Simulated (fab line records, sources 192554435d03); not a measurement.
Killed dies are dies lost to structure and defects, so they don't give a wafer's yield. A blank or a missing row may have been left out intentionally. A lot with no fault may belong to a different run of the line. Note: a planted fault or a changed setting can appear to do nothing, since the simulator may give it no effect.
fab line records | flow n5_finfet
record lots=5 | wafers=14 | last_day=17
route steps=1938 shown MOL_CONTACT_COAG@587 BEOL_M4@1111 PASSIVATION@1936
lots that met no fault: from a run of the same line without faults
start_h: the number of hours between the record's first day and the start of the first shown wafer of the lot | wait_h: how many hours have passed since the lot's step before this one | " same as the row above | L1.1+2: a row that stands for several wafers | - no value, or no start given | * or withheld: withheld | < > ~ a bound
route shown NAME@n: names a module that has steps shown in the file, with the first one's number in the route | usual: average and standard deviation across the fault-free wafers | same: alike in all rows | chamber/n: place in a boat | sites: each site's reading | _std_site: standard deviation of those values | _edge_site: outer sites' mean less inner sites' | radius_mm: for every site, how far away it sits from the centre of the wafer | mask NAME#n: copy n | behind: the most recent tool/chamber to have shaped the wafer | hold: reason for holding the lot/hours on hold/outcome of the hold | device: names the non-switching transistor (n, p or np) | end of line: at the end of the route, the tests of the same wafers | for a step that has no rows: nothing shown but its recipe | killed: not the wafer's yield, but the dies lost to structure and defects at the first sort | map: the dies of a wafer, with x for killed, . for not killed, _ for no die there
set.NAME: the setting the step ran with; set.NAME@STEP: the setting that earlier step ran with | model.NAME: the simulator's own value behind a step, which no gauge read
lots at selected steps of the route; one table per step, one row per wafer
services: the hour from which a tool's chamber was out of use, counted from the record's first day as start_h (under 0 if before that day), plus the number of hours and why
## steps
# step N5_MOL_CONTACT_COAG_STRIP_96
# recipe chemistry=N2/H2 | power_w=500 | temp_c=40 | pressure_mtorr=50 | rf_frequency_hz=6e+07 | overash_fraction=0.3 | bias_power_w=28 | h2_frac=0.5 | n2_flow_sccm=300 | h2_flow_sccm=300
# step N5_MOL_CONTACT_COAG_ETCH_47
# recipe chemistry=CH3F/O2 | target=SiNx | target_depth_a=270 | mask_material=SiO2 | stop_on=W | over_etch_frac=0.2 | ion_energy_ev=120 | endpoint=OES-CN | pressure_mtorr=30 | source_w=395 | bias_w=73 | Ar_flow_sccm=150 | CH3F_flow_sccm=30 | O2_flow_sccm=20 | ends=end_point
# step N5_MOL_CONTACT_COAG_STRIP_119
# recipe chemistry=N2/H2 | time_s=30 | power_w=1000 | temp_c=250 | pressure_mtorr=withheld | n2_flow_sccm=1750 | h2_flow_sccm=3250
# step N5_MOL_CONTACT_COAG_PRECLEAN_144
# recipe chemistry=alkaline_clean | temp_c=60 | time_s=60 | do_ppb=50
# step N5_MOL_CONTACT_COAG_SRD_145
# recipe dry=ipa_marangoni | time_s=30 | temp_c=23 | rinse_liquid=diw
# step N5_MOL_CONTACT_COAG_COAT_62
# recipe resist=SOC | temp_c=250 | time_s=60 | spin_rpm=1500 | resist_thk_nm=60
# step N5_MOL_CONTACT_COAG_COAT_63
# recipe resist=SiARC | temp_c=220 | time_s=60 | spin_rpm=1500 | resist_thk_nm=10
# step N5_MOL_CONTACT_COAG_COAT_64
# recipe resist=underlayer | temp_c=205 | time_s=60 | spin_rpm=1500 | resist_thk_nm=10
# step N5_MOL_CONTACT_COAG_COAT_34
# recipe resist=CAR-EUV | spin_rpm=1500 | resist_thk_nm=40
# step N5_MOL_CONTACT_COAG_EBR_36
# recipe solvent=PGMEA | ebr_width_mm=1.5
# step N5_MOL_CONTACT_COAG_SOFTBAKE_35
# recipe temp_c=110 | time_s=60 | resist=CAR-EUV
# step N5_MOL_CONTACT_COAG_EXPOSE_37
# recipe mask_id=VD | na=0.33 | source_shape=annular | sigma_inner=0.3 | sigma_outer=0.7 | polarization=unpolarized | defocus_nm=0 | dose_mj=62
# same sigma_inner=0.3
lot.wafer  | tool           | chamber | start_h | wait_h | mask
L874.3+4+5 | euv_scanner-02 | 0       | 136.07  | -      | VD#0
L885.1+2+5 | euv_scanner-02 | 0       | 201.50  | -      | VD#0
L887.5+6   | euv_scanner-02 | 0       | 208.04  | -      | VD#0
L888.3+5+6 | euv_scanner-02 | 0       | 215.15  | -      | VD#0
L890.1+5+6 | euv_scanner-01 | 0       | 225.38  | -      | VD#0
# step N5_MOL_CONTACT_COAG_PEB_38
# recipe peb_temp_c=100 | peb_time_s=60 | resist=CAR-EUV
# step N5_MOL_CONTACT_COAG_DEVELOP_39
# recipe develop_time_s=30 | developer=TMAH | resist=CAR-EUV | rinse_liquid=surfactant_rinse | dry=air_spin | dev_temp_c=23
# step N5_MOL_CONTACT_COAG_CD_MEAS_40
# recipe target_cd_nm=25.1 | landing_energy_ev=500 | detector=se_inlens | polarity=opening
# usual cd_nm=25.14/0.21
lot.wafer | tool      | chamber | start_h | wait_h | cd_nm
L874.3    | cd_sem-02 | 0       | 136.20  | -      | 25.18
L874.4    | "         | 0       | "       | "      | 25.21
L874.5    | "         | 0       | "       | "      | 25.13
L885.1    | cd_sem-01 | 0       | 201.65  | -      | 25.30
L885.2    | "         | 0       | "       | "      | 24.89
L885.5    | "         | 0       | "       | "      | 16.54
L887.5    | cd_sem-03 | 0       | 208.15  | -      | 16.47
L887.6    | "         | 0       | "       | "      | 25.16
L888.3    | cd_sem-01 | 0       | 215.27  | -      | 17.11
L888.5    | "         | 0       | "       | "      | 17.13
L888.6    | "         | 0       | "       | "      | 25.15
L890.1    | cd_sem-02 | 0       | 225.53  | -      | 25.19
L890.5    | "         | 0       | "       | "      | 25.14
L890.6    | "         | 0       | "       | "      | 25.22
# step N5_MOL_CONTACT_COAG_DESCUM_45
# recipe chemistry=O2 | time_s=7 | source_power_w=50 | bias_power_w=20 | pressure_mtorr=20 | rf_frequency_hz=2.712e+07 | temp_c=40 | resist=CAR-EUV | o2_flow_sccm=225
# step N5_MOL_CONTACT_COAG_ETCH_65
# recipe chemistry=N2/H2 | target=underlayer | target_depth_a=130 | mask_material=CAR-EUV | time_s=10.4 | ion_energy_ev=200 | pressure_mtorr=30 | source_w=840 | bias_w=150 | n2_flow_sccm=200 | h2_flow_sccm=200 | ends=cleared
# step N5_MOL_CONTACT_COAG_ETCH_66
# recipe chemistry=CF4 | target=SiARC | target_depth_a=130 | mask_material=CAR-EUV | time_s=21.7 | ion_energy_ev=80 | pressure_mtorr=40 | source_w=545 | bias_w=36 | Ar_flow_sccm=100 | cf4_flow_sccm=100 | ends=cleared
# step N5_MOL_CONTACT_COAG_ALD_133
# recipe material=SiO2 | target_thk_a=50 | temp_c=100 | ald_precursor_family=BDEAS | ald_co_reactant=O2-plasma | pulse_time_s=1 | co_reactant_pulse_time_s=1 | purge_time_s=2 | co_reactant_purge_time_s=2 | ald_cycles=35 | pressure_torr=2
# step N5_MOL_CONTACT_COAG_ETCHBACK_134
# recipe chemistry=CHF3 | target=SiO2 | target_depth_a=100 | time_s=6.7 | ion_energy_ev=200 | pressure_mtorr=30 | source_w=610 | bias_w=170 | Ar_flow_sccm=200 | CHF3_flow_sccm=50
# step N5_MOL_CONTACT_COAG_ETCH_67
# recipe chemistry=N2/H2 | target=SOC | target_depth_a=600 | overetch_a=210 | mask_material=SiARC | temp_c=40 | time_s=101.2 | ion_energy_ev=200 | pressure_mtorr=30 | source_w=840 | bias_w=150 | n2_flow_sccm=200 | h2_flow_sccm=200
# step N5_MOL_CONTACT_COAG_STRIP_68
# recipe chemistry=N2/H2 | temp_c=40 | n2_flow_sccm=200 | h2_flow_sccm=200 | rf_frequency_hz=6e+07
# step N5_MOL_CONTACT_COAG_STRIP_69
# recipe chemistry=N2/H2 | temp_c=40 | n2_flow_sccm=200 | h2_flow_sccm=200 | rf_frequency_hz=6e+07
# step N5_MOL_CONTACT_COAG_ETCHBACK_136
# recipe chemistry=CHF3 | target=SiO2 | target_depth_a=250 | time_s=16.7 | ion_energy_ev=200 | pressure_mtorr=30 | source_w=610 | bias_w=170 | Ar_flow_sccm=200 | CHF3_flow_sccm=50
# step N5_MOL_CONTACT_COAG_STRIP_120
# recipe chemistry=CHF3 | resist=SiARC | rf_frequency_hz=6e+07
# step N5_MOL_CONTACT_COAG_VIA_ETCH_117
# recipe chemistry=C4F6/O2 | target_depth_a=400 | overetch_a=80 | mask_material=SOC | target=SiO2 | bias_w=455 | pressure_mtorr=10 | time_s=26 | source_w=325 | Ar_flow_sccm=300 | C4F6_flow_sccm=10 | O2_flow_sccm=10 | ion_energy_ev=575.3 | ends=end_point
# step N5_MOL_CONTACT_COAG_ETCH_124
# recipe chemistry=CH3F/O2 | target=SiNx | target_depth_a=65 | mask_material=SOC | stop_on=SiOC | over_etch_frac=0.3 | ion_energy_ev=120 | pressure_mtorr=30 | source_w=395 | bias_w=73 | Ar_flow_sccm=150 | CH3F_flow_sccm=30 | O2_flow_sccm=20 | ends=end_point
# step N5_MOL_CONTACT_COAG_ETCH_48
# recipe chemistry=C4F6/O2 | target_depth_a=150 | overetch_a=45 | mask_material=SOC | target=SiOC | bias_w=465 | pressure_mtorr=10 | time_s=17 | source_w=335 | Ar_flow_sccm=300 | C4F6_flow_sccm=10 | O2_flow_sccm=10 | ion_energy_ev=576
# step N5_MOL_CONTACT_COAG_STRIP_72
# recipe chemistry=N2/H2 | power_w=450 | temp_c=40 | pressure_mtorr=20 | rf_frequency_hz=6e+07 | overash_fraction=3 | bias_power_w=7 | h2_frac=0.5 | n2_flow_sccm=200 | h2_flow_sccm=200
# step N5_MOL_CONTACT_COAG_STRIP_49
# recipe chemistry=N2/H2 | time_s=30 | power_w=1000 | temp_c=250 | pressure_mtorr=withheld | n2_flow_sccm=1750 | h2_flow_sccm=3250
# step N5_MOL_CONTACT_COAG_PRECLEAN_138
# recipe chemistry=alkaline_clean | temp_c=60 | time_s=60 | do_ppb=50
# step N5_MOL_CONTACT_COAG_SRD_139
# recipe dry=ipa_marangoni | time_s=30 | temp_c=23 | rinse_liquid=diw
# step N5_MOL_CONTACT_COAG_CD_MEAS_101
# recipe target_cd_nm=16
# usual cd_nm=16.0/0.33
lot.wafer | tool      | chamber | start_h | wait_h | cd_nm
L874.3    | cd_sem-01 | -       | 137.26  | 0.0    | 16.1
L874.4    | "         | -       | "       | "      | 15.8
L874.5    | "         | -       | "       | "      | 16.0
L885.1    | cd_sem-02 | -       | 202.59  | 0.0    | 15.4
L885.2    | "         | -       | "       | "      | 15.5
L885.5    | "         | -       | "       | "      | 6.9
L887.5    | cd_sem-01 | -       | 209.34  | 0.0    | 7.9
L887.6    | "         | -       | "       | "      | 15.8
L888.3    | cd_sem-03 | -       | 216.22  | 0.0    | 8.5
L888.5    | "         | -       | "       | "      | 8.0
L888.6    | "         | -       | "       | "      | 16.0
L890.1    | cd_sem-03 | -       | 226.84  | 0.0    | 15.2
L890.5    | "         | -       | "       | "      | 15.6
L890.6    | "         | -       | "       | "      | 16.2
# step N5_MOL_CONTACT_COAG_PRE_CLEAN_121
# recipe gas=H2/He | time_s=* | temp_c=withheld
# step N5_MOL_CONTACT_COAG_CVD_140
# recipe material=W | target_thk_a=665 | mode=selective_fill | temp_c=300 | time_s=215
# step N5_MOL_CONTACT_COAG_PRECLEAN_127
# recipe chemistry=DIW | time_s=57.5 | temp_c=23
# step N5_MOL_CONTACT_COAG_SRD_128
# recipe dry_time_s=32 | dry=n2_spin | spin_rpm=1500
# step N5_MOL_CONTACT_COAG_CMP_52
# recipe stop_on=SiO2 | t_overpolish_s=1.5 | post_cmp_clean=w_dilute_nh4oh | down_force_psi=4 | platen_rpm=50.289 | pad_velocity_m_s=1.0006 | target_thk_nm=66.5
# step N5_BEOL_M4_RC_MEAS_101
# usual DIBL_N=35.8/1.8 | DIBL_P=35.9/2.2 | IOFF_N=0.16/0.035 | IOFF_P=0.21/0.04 | ION_N=672/11 | ION_P=461/7.4 | SS_N=71.4/0.64 | SS_P=73.2/0.67 | VT_N=250/3.5 | VT_P=-251/3.4
lot.wafer | tool      | chamber | start_h | wait_h | DIBL_N[mV/V] | DIBL_P[mV/V] | IOFF_N[nA/um] | IOFF_P[nA/um] | ION_N[uA/um] | ION_P[uA/um] | SS_N[mV/dec] | SS_P[mV/dec] | VT_N[mV] | VT_P[mV]
L874.3    | prober-01 | 0       | 200.82  | 0.3    | 33.9         | 34.2         | 0.12          | 0.18          | 660          | 460          | 71.9         | 73.0         | 252      | -252
L874.4    | "         | 0       | "       | "      | 36.0         | 35.9         | 0.15          | 0.20          | 662          | 455          | 72.1         | 73.7         | 253      | -251
L874.5    | "         | 0       | "       | "      | 33.7         | 33.1         | 0.12          | 0.16          | 644          | 446          | 71.0         | 72.1         | 255      | -252
L885.1    | prober-02 | 0       | 265.49  | 0.0    | 36.0         | 37.0         | 0.15          | 0.20          | 672          | 468          | 71.1         | 73.3         | 251      | -253
L885.2    | "         | 0       | "       | "      | 35.8         | 36.7         | 0.14          | 0.20          | 675          | 468          | 70.6         | 74.0         | 250      | -252
L887.6    | prober-01 | 0       | 281.27  | 0.8    | 38.2         | 37.4         | 0.19          | 0.22          | 678          | 458          | 72.1         | 72.8         | 244      | -251
L888.6    | prober-01 | 0       | 285.68  | 0.8    | 35.6         | 35.3         | 0.15          | 0.21          | 674          | 461          | 71.3         | 73.5         | 248      | -249
L890.1    | prober-01 | 0       | 287.79  | 0.0    | 30.4         | 29.3         | 0.08          | 0.11          | 638          | 447          | 69.6         | 72.1         | 261      | -257
L890.5    | "         | 0       | "       | "      | 33.8         | 33.5         | 0.11          | 0.15          | 665          | 456          | 71.1         | 73.0         | 253      | -256
L890.6    | "         | 0       | "       | "      | 38.0         | 38.3         | 0.19          | 0.23          | 689          | 467          | 71.5         | 74.1         | 247      | -249
# step N5_PASSIVATION_PROBE_49
# usual defect_limited_yield=91.0/1.5 | killed_at_M0_to_M3=34/9.1 | killed_at_M4_up=14/5.7 | killed_at_contacts=13/5.7 | killed_at_front_end=42/12 | killed_at_other=4/3.4 | killed_dies=106/17 | killed_on_rim=14/4.3 | killed_open=70/13 | killed_short=34/7.5 | sort_bin_5_function=5.2/0.94 | sort_bin_6_memory=3.4/0.69 | sort_bin_8_speed=0.00/0.029 | sort_n_pass=1074/17 | sort_yield_pct=91.0/1.5
# same gross_dies=1180 | killed_at_back_side=0 | sort_bin_4_leakage[%]=0
lot.wafer | tool      | chamber | start_h | wait_h | defect_limited_yield[%] | killed_at_M0_to_M3 | killed_at_M4_up | killed_at_contacts | killed_at_front_end | killed_at_other | killed_dies | killed_on_rim | killed_open | killed_short | sort_bin_5_function[%] | sort_bin_6_memory[%] | sort_bin_8_speed[%] | sort_n_pass | sort_yield_pct[%]
L874.3    | prober-01 | -       | 299.60  | 0.1    | 89.7                    | 36                 | 9               | 20                 | 47                  | 10              | 122         | 9             | 84          | 34           | 6.3                    | 3.6                  | 0                   | 1058        | 89.7
L874.4    | prober-01 | -       | 299.65  | 0.2    | 89.6                    | 43                 | 16              | 16                 | 44                  | 4               | 123         | 18            | 84          | 38           | 5.8                    | 4.2                  | 0                   | 1057        | 89.6
L874.5    | prober-01 | -       | 299.70  | 0.2    | 91.5                    | 32                 | 10              | 14                 | 40                  | 4               | 100         | 13            | 59          | 33           | 5.0                    | 2.6                  | 0                   | 1080        | 91.5
L885.1    | prober-01 | -       | 358.49  | 0.0    | 90.1                    | 39                 | 8               | 15                 | 48                  | 7               | 117         | 14            | 78          | 38           | 6.4                    | 3.1                  | 0                   | 1063        | 90.1
L885.2    | prober-01 | -       | 358.54  | 0.1    | 90.3                    | 39                 | 21              | 6                  | 43                  | 6               | 115         | 15            | 69          | 45           | 6.7                    | 2.8                  | 0                   | 1065        | 90.3
L885.5    | prober-01 | -       | 358.69  | 0.2    | 0                       | 33                 | 23              | 1084               | 35                  | 5               | 1180        | 152           | 77          | 39           | 7.9                    | 3.5                  | 0                   | 0           | 0
L887.5    | prober-01 | -       | 381.07  | 0.2    | 0                       | 32                 | 25              | 1082               | 37                  | 4               | 1180        | 152           | 88          | 32           | 8.2                    | 4.2                  | 0                   | 0           | 0
L888.3    | prober-01 | -       | 391.80  | 0.1    | 0                       | 44                 | 31              | 1025               | 74                  | 6               | 1180        | 152           | 105         | 49           | 9.3                    | 5.5                  | 0                   | 0           | 0
L888.5    | prober-01 | -       | 391.90  | 0.2    | 0                       | 19                 | 14              | 1103               | 37                  | 7               | 1180        | 152           | 61          | 24           | 6.0                    | 3.1                  | 0                   | 0           | 0
L888.6    | prober-01 | -       | 391.95  | 0.3    | 89.7                    | 17                 | 18              | 4                  | 78                  | 4               | 121         | 10            | 78          | 36           | 5.3                    | 4.2                  | 0                   | 1059        | 89.7
# killed by level:class
L874.3 MOL_CONTACT_COAG:geometric_particle:open=15 STI_FIN_REVEAL:geometric_particle:open=12 BEOL_M1:geometric_particle:open=8 BEOL_M3:geometric_particle:open=8 FIN_SAQP:geometric_particle:short=7 FIN_SAQP:geometric_particle:open=5 MOL_CONTACT_COAG:geometric_particle:short=5 BEOL_M0:geometric_particle:open=5
L874.4 MOL_CONTACT_COAG:geometric_particle:open=15 FIN_SAQP:geometric_particle:short=12 BEOL_M1:geometric_particle:open=11 BEOL_M3:geometric_particle:open=10 FIN_SAQP:geometric_particle:open=9 BEOL_M0_SAQP:geometric_particle:open=8 DUMMY_GATE:geometric_particle:open=5 BEOL_M0_SAQP:geometric_particle:short=5
L874.5 MOL_CONTACT_COAG:geometric_particle:open=11 BEOL_M0_SAQP:geometric_particle:short=8 HKMG_FIN:area_etch=7 FIN_SAQP:geometric_particle:open=6 STI_FIN_REVEAL:geometric_particle:open=6 BEOL_M0_SAQP:geometric_particle:open=6 FIN_SAQP:geometric_particle:short=5 GATE_CUT:geometric_particle:open=5
L885.1 STI_FIN_REVEAL:geometric_particle:open=24 MOL_CONTACT_COAG:geometric_particle:open=13 BEOL_M3:geometric_particle:open=9 FIN_SAQP:geometric_particle:short=7 BEOL_M1:geometric_particle:open=7 BEOL_M3:geometric_particle:short=7 BEOL_M0_SAQP:geometric_particle:open=5 BEOL_M0_SAQP:geometric_particle:short=5
L885.2 FIN_SAQP:geometric_particle:short=13 BEOL_M3:geometric_particle:open=10 BEOL_M3:geometric_particle:short=9 BEOL_M4:geometric_particle:open=9 STI_FIN_REVEAL:geometric_particle:open=8 BEOL_M7:geometric_particle:open=7 MOL_CONTACT_COAG:geometric_particle:open=6 BEOL_M0_SAQP:geometric_particle:short=6
L885.5 MOL_CONTACT_COAG:area_expose=1064 MOL_CONTACT_COAG:geometric_particle:open=16 FIN_SAQP:geometric_particle:open=9 FIN_SAQP:geometric_particle:short=9 BEOL_M3:geometric_particle:open=9 BEOL_M1:geometric_particle:open=8 BEOL_M4:geometric_particle:open=7 BEOL_M7:geometric_particle:open=6
L887.5 MOL_CONTACT_COAG:area_expose=1059 MOL_CONTACT_COAG:geometric_particle:open=18 BEOL_M4:geometric_particle:open=13 FIN_SAQP:geometric_particle:open=11 BEOL_M1:geometric_particle:open=11 BEOL_M3:geometric_particle:open=6 MOL_CONTACT_COAG:geometric_particle:short=5 BEOL_M0_SAQP:geometric_particle:short=5
L888.3 MOL_CONTACT_COAG:area_expose=1020 FIN_SAQP:geometric_particle:open=19 BEOL_M4:geometric_particle:open=16 FIN_SAQP:geometric_particle:short=14 DUMMY_GATE:geometric_particle:open=11 BEOL_M0_SAQP:geometric_particle:open=11 BEOL_M0:geometric_particle:open=9 BEOL_M0:geometric_particle:short=8
L888.5 MOL_CONTACT_COAG:area_expose=1094 STI_FIN_REVEAL:geometric_particle:open=9 BEOL_M4:geometric_particle:open=9 FIN_SAQP:geometric_particle:open=8 MOL_CONTACT_COAG:geometric_particle:open=7 DUMMY_GATE:geometric_particle:open=6 DUMMY_GATE:geometric_particle:short=3 BEOL_M1:geometric_particle:open=3
L888.6 FIN_SAQP:geometric_particle:open=24 FIN_SAQP:geometric_particle:short=12 DUMMY_GATE:geometric_particle:open=12 STI_FIN_REVEAL:geometric_particle:open=9 BEOL_M0_SAQP:geometric_particle:short=7 BEOL_M4:geometric_particle:open=6 BEOL_M5:geometric_particle:open=6 HKMG_FIN:area_etch=5
# map L885.5 (x killed, . not)
_________________xxxxxxxxxxxx________________
______________xxxxxxxxxxxxxxxxxx_____________
___________xxxxxxxxxxxxxxxxxxxxxxxx__________
__________xxxxxxxxxxxxxxxxxxxxxxxxxx_________
________xxxxxxxxxxxxxxxxxxxxxxxxxxxxxx_______
_______xxxxxxxxxxxxxxxxxxxxxxxxxxxxxxxx______
______xxxxxxxxxxxxxxxxxxxxxxxxxxxxxxxxxx_____
_____xxxxxxxxxxxxxxxxxxxxxxxxxxxxxxxxxxxx____
____xxxxxxxxxxxxxxxxxxxxxxxxxxxxxxxxxxxxxx___
___xxxxxxxxxxxxxxxxxxxxxxxxxxxxxxxxxxxxxxxx__
___xxxxxxxxxxxxxxxxxxxxxxxxxxxxxxxxxxxxxxxx__
__xxxxxxxxxxxxxxxxxxxxxxxxxxxxxxxxxxxxxxxxxx_
__xxxxxxxxxxxxxxxxxxxxxxxxxxxxxxxxxxxxxxxxxx_
_xxxxxxxxxxxxxxxxxxxxxxxxxxxxxxxxxxxxxxxxxxxx
_xxxxxxxxxxxxxxxxxxxxxxxxxxxxxxxxxxxxxxxxxxxx
_xxxxxxxxxxxxxxxxxxxxxxxxxxxxxxxxxxxxxxxxxxxx
_xxxxxxxxxxxxxxxxxxxxxxxxxxxxxxxxxxxxxxxxxxxx
_xxxxxxxxxxxxxxxxxxxxxxxxxxxxxxxxxxxxxxxxxxxx
_xxxxxxxxxxxxxxxxxxxxxxxxxxxxxxxxxxxxxxxxxxxx
_xxxxxxxxxxxxxxxxxxxxxxxxxxxxxxxxxxxxxxxxxxxx
_xxxxxxxxxxxxxxxxxxxxxxxxxxxxxxxxxxxxxxxxxxxx
__xxxxxxxxxxxxxxxxxxxxxxxxxxxxxxxxxxxxxxxxxx_
__xxxxxxxxxxxxxxxxxxxxxxxxxxxxxxxxxxxxxxxxxx_
___xxxxxxxxxxxxxxxxxxxxxxxxxxxxxxxxxxxxxxxx__
___xxxxxxxxxxxxxxxxxxxxxxxxxxxxxxxxxxxxxxxx__
____xxxxxxxxxxxxxxxxxxxxxxxxxxxxxxxxxxxxxx___
_____xxxxxxxxxxxxxxxxxxxxxxxxxxxxxxxxxxxx____
______xxxxxxxxxxxxxxxxxxxxxxxxxxxxxxxxxx_____
_______xxxxxxxxxxxxxxxxxxxxxxxxxxxxxxxx______
________xxxxxxxxxxxxxxxxxxxxxxxxxxxxxx_______
__________xxxxxxxxxxxxxxxxxxxxxxxxxx_________
___________xxxxxxxxxxxxxxxxxxxxxxxx__________
______________xxxxxxxxxxxxxxxxxx_____________
_________________xxxxxxxxxxxx________________
# map L887.5 (x killed, . not)
_________________xxxxxxxxxxxx________________
______________xxxxxxxxxxxxxxxxxx_____________
___________xxxxxxxxxxxxxxxxxxxxxxxx__________
__________xxxxxxxxxxxxxxxxxxxxxxxxxx_________
________xxxxxxxxxxxxxxxxxxxxxxxxxxxxxx_______
_______xxxxxxxxxxxxxxxxxxxxxxxxxxxxxxxx______
______xxxxxxxxxxxxxxxxxxxxxxxxxxxxxxxxxx_____
_____xxxxxxxxxxxxxxxxxxxxxxxxxxxxxxxxxxxx____
____xxxxxxxxxxxxxxxxxxxxxxxxxxxxxxxxxxxxxx___
___xxxxxxxxxxxxxxxxxxxxxxxxxxxxxxxxxxxxxxxx__
___xxxxxxxxxxxxxxxxxxxxxxxxxxxxxxxxxxxxxxxx__
__xxxxxxxxxxxxxxxxxxxxxxxxxxxxxxxxxxxxxxxxxx_
__xxxxxxxxxxxxxxxxxxxxxxxxxxxxxxxxxxxxxxxxxx_
_xxxxxxxxxxxxxxxxxxxxxxxxxxxxxxxxxxxxxxxxxxxx
_xxxxxxxxxxxxxxxxxxxxxxxxxxxxxxxxxxxxxxxxxxxx
_xxxxxxxxxxxxxxxxxxxxxxxxxxxxxxxxxxxxxxxxxxxx
_xxxxxxxxxxxxxxxxxxxxxxxxxxxxxxxxxxxxxxxxxxxx
_xxxxxxxxxxxxxxxxxxxxxxxxxxxxxxxxxxxxxxxxxxxx
_xxxxxxxxxxxxxxxxxxxxxxxxxxxxxxxxxxxxxxxxxxxx
_xxxxxxxxxxxxxxxxxxxxxxxxxxxxxxxxxxxxxxxxxxxx
_xxxxxxxxxxxxxxxxxxxxxxxxxxxxxxxxxxxxxxxxxxxx
__xxxxxxxxxxxxxxxxxxxxxxxxxxxxxxxxxxxxxxxxxx_
__xxxxxxxxxxxxxxxxxxxxxxxxxxxxxxxxxxxxxxxxxx_
___xxxxxxxxxxxxxxxxxxxxxxxxxxxxxxxxxxxxxxxx__
___xxxxxxxxxxxxxxxxxxxxxxxxxxxxxxxxxxxxxxxx__
____xxxxxxxxxxxxxxxxxxxxxxxxxxxxxxxxxxxxxx___
_____xxxxxxxxxxxxxxxxxxxxxxxxxxxxxxxxxxxx____
______xxxxxxxxxxxxxxxxxxxxxxxxxxxxxxxxxx_____
_______xxxxxxxxxxxxxxxxxxxxxxxxxxxxxxxx______
________xxxxxxxxxxxxxxxxxxxxxxxxxxxxxx_______
__________xxxxxxxxxxxxxxxxxxxxxxxxxx_________
___________xxxxxxxxxxxxxxxxxxxxxxxx__________
______________xxxxxxxxxxxxxxxxxx_____________
_________________xxxxxxxxxxxx________________
## services
tool           | chamber | start_h | hours | kind
euv_scanner-02 | -       | 121.38  | 1.0   | pm
euv_scanner-02 | -       | 146.02  | 4.6   | pm
euv_scanner-02 | -       | 153.21  | 0.3   | repair
euv_scanner-01 | -       | 158.23  | 1.0   | pm
euv_scanner-01 | -       | 159.24  | 4.6   | pm
euv_scanner-02 | -       | 177.53  | 1.0   | pm
euv_scanner-02 | 0       | 202.63  | -     | calibration
euv_scanner-01 | -       | 214.38  | 1.0   | pm
euv_scanner-02 | -       | 221.63  | -     | calibration
## key
first_sign step=N5_MOL_CONTACT_COAG_CD_MEAS_40 | reading=cd_nm | direction=down | sigmas=40 | usual=25.14 | struck=16.81
effect step=N5_MOL_CONTACT_COAG_CD_MEAS_101 | reading=cd_nm | direction=down | sigmas=25 | usual=16.0 | struck=7.8
effect step=N5_PASSIVATION_PROBE_49 | reading=killed_at_contacts | direction=up | sigmas=99+ | usual=13 | struck=1074
more_kills_born_at N5_MOL_CONTACT_COAG_EXPOSE_37@euv_scanner-02=4237
met_at N5_MOL_CONTACT_COAG_EXPOSE_37
struck_wafers L885.5,L887.5,L888.3,L888.5
later_rows_left_out L885.5,L887.5,L888.3,L888.5
onset_between 136.07 201.50
fault kind=process_parameter_drift | tool=euv_scanner-02 | chamber=- | onset_h=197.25 | steps=N5_MOL_CONTACT_COAG_EXPOSE_37 | channel=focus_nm | offset=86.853 | shape=step | end_h=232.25 | scope=struck_wafers_only
# later_rows_left_out: the simulator's readings of these wafers behind a module that went badly wrong aren't trusted and aren't shown, but for the sort
